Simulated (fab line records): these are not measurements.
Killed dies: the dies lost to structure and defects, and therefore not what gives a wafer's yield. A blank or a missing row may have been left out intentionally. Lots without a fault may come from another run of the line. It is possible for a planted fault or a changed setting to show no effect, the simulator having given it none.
Chamber matching ; flow nand_harc ; NHARC_P_M0_ETCH_34 on rie_diel-11 has 4 sister chambers
The step etches the open film in N2/H2, target depth 40 nm, overetch 12 nm, time 43.94 s. 27 wafers are shown with their chamber, then 12 later ones without.

== WAFERS PAIRED WITH THEIR CHAMBERS ==
wafer;chamber;showerhead_plenum_p_Torr (Torr);rf_vpp_V (V);oes_product_au (a.u.)
L074.4;3;2.14;434.2;1.011
L074.5;3;2.14;433.8;1.005
L074.6;0;2.19;434.1;1.005
L078.2;2;2.13;432.5;1.001
L078.3;0;2.19;435.1;0.996
L078.4;1;1.98;427.8;0.999
L079.2;2;2.13;433.1;1.012
L079.4;3;2.14;433.0;1.013
L079.6;3;2.14;432.2;1.002
L080.2;0;2.19;435.6;0.991
L080.5;3;2.14;433.4;1.010
L080.6;0;2.19;433.9;0.999
L083.2;2;2.13;431.5;0.992
L083.3;1;1.98;426.8;0.995
L083.4;0;2.19;434.2;0.995
L085.2;2;2.13;433.2;0.984
L085.4;2;2.13;433.8;1.002
L085.5;0;2.19;434.6;1.000
L086.1;1;1.97;429.4;0.992
L086.5;3;2.14;434.7;1.011
L086.6;2;2.13;432.0;1.007
L087.1;3;2.14;433.3;1.014
L087.3;0;2.19;434.4;1.007
L087.5;1;1.97;430.1;0.996
L088.2;0;2.19;434.4;1.002
L088.4;1;1.97;427.3;0.994
L088.6;3;2.13;432.8;0.994

SIGNATURES (means of the wafers above)
reading;chamber 0;chamber 1;chamber 2;chamber 3;scatter within a chamber
showerhead_plenum_p_Torr;2.1900;1.9740;2.1300;2.1387;0.003
rf_vpp_V;434.538;428.280;432.683;433.425;0.889
oes_product_au;0.99938;0.99520;0.99967;1.00750;0.0068
Rule: a wafer's distance from a chamber is the root of the sum, over the readings, of the square of ((its reading less the chamber's mean) divided by the reading's scatter). If the next closest chamber is less than 2 further off than the closest, the wafer can't be placed; otherwise it belongs to the closest. The scatter: take each reading less its chamber's mean, square it, sum over the shown wafers, divide by the number of wafers less the number of chambers, and take the root.

== WAFERS MISSING THEIR CHAMBER ==
wafer;showerhead_plenum_p_Torr (Torr);rf_vpp_V (V);oes_product_au (a.u.)
L089.2;2.12;433.7;0.995
L089.3;2.19;435.5;1.005
L089.6;2.19;434.1;1.002
L093.2;2.12;434.8;1.002
L093.3;2.18;432.6;0.995
L093.6;1.97;430.0;0.982
L095.1;1.97;426.6;1.004
L095.3;2.12;433.5;1.004
L095.4;2.13;432.7;0.999
L096.1;2.18;435.5;0.994
L096.3;2.12;431.5;0.997
L096.6;2.13;434.2;0.987

== CHAMBER TAKEN BY EACH ==
wafer;from the rows above;in truth
L089.2;2;2
L089.3;0;0
L089.6;0;0
L093.2;2;2
L093.3;0;0
L093.6;1;1
L095.1;1;1
L095.3;2;2
L095.4;2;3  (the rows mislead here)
L096.1;0;0
L096.3;2;2
L096.6;can't be placed: 2 or 3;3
Correctly placed: 10 of 12. These rows do not allow placing 1 (true chamber among the candidates in 1). Wrongly placed: 1.
